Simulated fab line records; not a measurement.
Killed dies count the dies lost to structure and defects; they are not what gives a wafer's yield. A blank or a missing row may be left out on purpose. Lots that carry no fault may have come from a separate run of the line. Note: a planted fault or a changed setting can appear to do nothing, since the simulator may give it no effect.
Matching of chambers :: flow nand harc :: NHARC_P_CONTACT_ALD_22 on ald metal-04: 4 sister chambers
The step deposits TiN, target thk 3 nm, pulse time 1 s, ald cycles 150. 14 wafers are shown with their chamber, then 7 later ones without.

== WAFERS PAIRED WITH THEIR CHAMBERS ==
wafer: L087.1
chamber: 0
heater power w (W): 1066
precursor pulse height rel: 0.954

wafer: L087.2
chamber: 2
heater power w (W): 1199
precursor pulse height rel: 0.977

wafer: L087.5
chamber: 0
heater power w (W): 1067
precursor pulse height rel: 1.000

wafer: L091.1
chamber: 1
heater power w (W): 1102
precursor pulse height rel: 1.004

wafer: L091.5
chamber: 2
heater power w (W): 1213
precursor pulse height rel: 0.979

wafer: L091.6
chamber: 3
heater power w (W): 999
precursor pulse height rel: 0.991

wafer: L093.2
chamber: 0
heater power w (W): 1067
precursor pulse height rel: 0.997

wafer: L093.5
chamber: 3
heater power w (W): 1017
precursor pulse height rel: 1.044

wafer: L093.6
chamber: 2
heater power w (W): 1178
precursor pulse height rel: 0.994

wafer: L095.2
chamber: 3
heater power w (W): 1029
precursor pulse height rel: 0.983

wafer: L095.3
chamber: 0
heater power w (W): 1058
precursor pulse height rel: 1.004

wafer: L095.6
chamber: 3
heater power w (W): 1031
precursor pulse height rel: 1.019

wafer: L096.1
chamber: 3
heater power w (W): 1026
precursor pulse height rel: 1.023

wafer: L096.3
chamber: 1
heater power w (W): 1045
precursor pulse height rel: 1.026

SIGNATURES (averages over the wafers above)
reading: heater power w
chamber 0: 1064.50
chamber 1: 1073.50
chamber 2: 1196.67
chamber 3: 1020.40
scatter within a chamber: 17.3

reading: precursor pulse height rel
chamber 0: 0.98875
chamber 1: 1.01500
chamber 2: 0.98333
chamber 3: 1.01200
scatter within a chamber: 0.0213
Rule: a wafer's distance from a chamber is the root of the sum, over the readings, of the square of ((its reading less the chamber's mean) divided by the reading's scatter). The wafer belongs to the nearest chamber; if the next one is less than 2 further off, it can't be placed. The scatter: take each reading less its chamber's mean, square it, sum over the shown wafers, divide by the number of wafers less the number of chambers, and take the root.

== WAFERS WITHOUT THEIR CHAMBER ==
wafer: L096.4
heater power w (W): 1183
precursor pulse height rel: 1.002

wafer: L096.2
heater power w (W): 1062
precursor pulse height rel: 0.996

wafer: L096.5
heater power w (W): 1025
precursor pulse height rel: 0.986

wafer: L096.6
heater power w (W): 1179
precursor pulse height rel: 0.999

wafer: L097.1
heater power w (W): 996
precursor pulse height rel: 1.007

wafer: L097.3
heater power w (W): 1017
precursor pulse height rel: 1.014

wafer: L097.6
heater power w (W): 1008
precursor pulse height rel: 1.036

== WHICH CHAMBER EACH ONE RAN IN ==
wafer: L096.4
from the rows above: 2
in truth: 2

wafer: L096.2
from the rows above: can't be placed: 0 or 1
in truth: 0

wafer: L096.5
from the rows above: can't be placed: 3 or 0 or 1
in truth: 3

wafer: L096.6
from the rows above: 2
in truth: 2

wafer: L097.1
from the rows above: 3
in truth: 3

wafer: L097.3
from the rows above: 3
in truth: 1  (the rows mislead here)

wafer: L097.6
from the rows above: 3
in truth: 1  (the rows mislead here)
Placed correctly: 3 of 7. From these rows, 2 cannot be placed; in 2 the true chamber is one of the candidates. Wrongly placed: 2.
